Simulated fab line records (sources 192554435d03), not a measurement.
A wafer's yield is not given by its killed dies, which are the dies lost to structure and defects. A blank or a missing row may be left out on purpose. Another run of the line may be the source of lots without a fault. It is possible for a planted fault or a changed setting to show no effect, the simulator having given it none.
Split-lot experiment	flow n5-finfet	21 wafers read across 7 lots, on a route 1938 steps long

## ABOUT THE SPLIT
At N5_BEOL_M1_COAT_61 (time 60 s, resist thk 60 nm), the setting spin-rpm was moved away from the recipe's 1500 rpm on 6 of the 21 wafers read, by -10.1% to +9.9%. All remaining wafers had this setting at the recipe value.

## FROM THE SPLIT TO THE READING: what the file shows between them, 8 steps
- N5_BEOL_M1_COAT_62: time 60 s, resist thk 12 nm
- N5_BEOL_M1_COAT_73: time 60 s, resist thk 5 nm
- N5_BEOL_M1_ETCH_74: etches underlayer in N2/H2, target depth 6.5 nm, time 5.2 s
- N5_BEOL_M1_ETCH_63: etches SiARC in CF4, target depth 15.6 nm, time 26 s
- N5_BEOL_M1_ETCH_64: etches SOC in N2/H2, target depth 75 nm, overetch 15 nm, time 112.5 s
- N5_BEOL_M1_STRIP_65: strips in N2/H2
- N5_BEOL_M1_STRIP_75: strips in N2/H2
- N5_BEOL_M1_STRIP_66: strips in CF4

## THE READING
SOC_of_BEOL_M1_COAT_61.thk-nm (the simulator's own value, which no gauge read), in nm, at N5_BEOL_M1_HM_OPEN_17 (chemistry Cl2/BCl3, target TiN, target depth 20 nm, overetch 6 nm). The file gives no usual value for it. Here, 15 wafers ran the recipe; their average is 52.0 nm with a standard deviation of 0.42 nm.

wafer	tool, chamber at the split	spin-rpm as run, rpm	against the recipe	SOC_of_BEOL_M1_COAT_61.thk-nm, nm	against lot-mates on the recipe
L078.1	litho-track-04, 0	1500	recipe	52.2	-
L078.2	litho-track-04, 0	1500	recipe	52.2	-
L078.6	litho-track-04, 0	1500	recipe	52.4	-
L079.2	litho-track-03, 0	1649	+9.9%	48.8	-2.6
L079.5	litho-track-03, 0	1649	+9.9%	49.6	-1.8
L079.6	litho-track-03, 0	1500	recipe	51.4	-
L077.2	litho-track-02, 0	1500	recipe	51.4	-
L077.3	litho-track-02, 0	1500	recipe	51.4	-
L077.4	litho-track-02, 0	1500	recipe	52.2	-
L080.3	litho-track-04, 0	1637	+9.1%	50	-1.8
L080.4	litho-track-04, 0	1500	recipe	51.8	-
L080.5	litho-track-04, 0	1637	+9.1%	50	-1.8
L083.2	litho-track-03, 0	1500	recipe	51.6	-
L083.3	litho-track-03, 0	1500	recipe	51.8	-
L083.5	litho-track-03, 0	1500	recipe	51.6	-
L084.1	litho-track-03, 0	1349	-10.1%	55.2	+2.7
L084.2	litho-track-03, 0	1500	recipe	52.4	-
L084.4	litho-track-03, 0	1500	recipe	52.6	-
L085.2	litho-track-02, 0	1500	recipe	52.4	-
L085.5	litho-track-02, 0	1383	-7.8%	54.8	+2.4
L085.6	litho-track-02, 0	1500	recipe	52.4	-

THE FIT
A straight line over all 21 wafers: SOC_of_BEOL_M1_COAT_61.thk-nm changes by -0.281 nm for each +1% of spin-rpm; r = -0.95; the points scatter about the line by 0.45 nm.
The same after taking each lot's own level away (the mean of its wafers on the recipe; 21 wafers): -0.236 nm for each +1%; r = -0.98; scatter 0.27 nm.
The reading moves by 2.4 nm for the largest change in spin-rpm, on that fit.
From 51.40 to 52.50 nm: that is the span of the lots' own levels, equal to 2.6 times the standard deviation above.
Hence the slope depends on the lot-to-lot level, as the two fits are not the same.
Check: for one of the wafers moved furthest among these (-10.1%), held out of the fit, the line's prediction against its lot-mates is +2.37 nm. It came out at +2.7 nm against them.

## OTHER SPLITS ON THESE WAFERS
These wafers also went through other splits before the reading. Each is held against what the fit with the lots' levels taken away leaves over:
other split on the same wafers	wafers away from the commonest value	r with SOC_of_BEOL_M1_COAT_61.thk-nm (lot level and that fit taken away)
N5_BEOL_M0_SAQP_ETCH_106 target-depth-a	5	-0.11
N5_BEOL_M1_HM_DEP_02 target-thk-a	8	-0.21

## THE WHOLE CHAIN: every reading that the file lists as answering this split, in the file's order
step	what it does	reading	change (the file's fit)	r (the file's)
N5_BEOL_M1_COAT_61	time 60 s, resist thk 60 nm	SOC_of_BEOL_M1_COAT_61.thk-nm (the simulator's own value, which no gauge read)	-0.293 nm for each +1% of the setting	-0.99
N5_BEOL_M1_ETCH_64	etches SOC in N2/H2, target depth 75 nm, overetch 15 nm, time 112.5 s	etch.depth-nm (the simulator's own value, which no gauge read)	-0.293 nm for each +1% of the setting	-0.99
N5_BEOL_M1_HM_OPEN_17	chemistry Cl2/BCl3, target TiN, target depth 20 nm, overetch 6 nm	SOC_of_BEOL_M1_COAT_61.thk-nm (the simulator's own value, which no gauge read)	-0.245 nm for each +1% of the setting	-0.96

## FILE'S OWN FIT
SOC_of_BEOL_M1_COAT_61.thk-nm changes by -0.245 nm for each +1% of spin-rpm, r = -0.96.
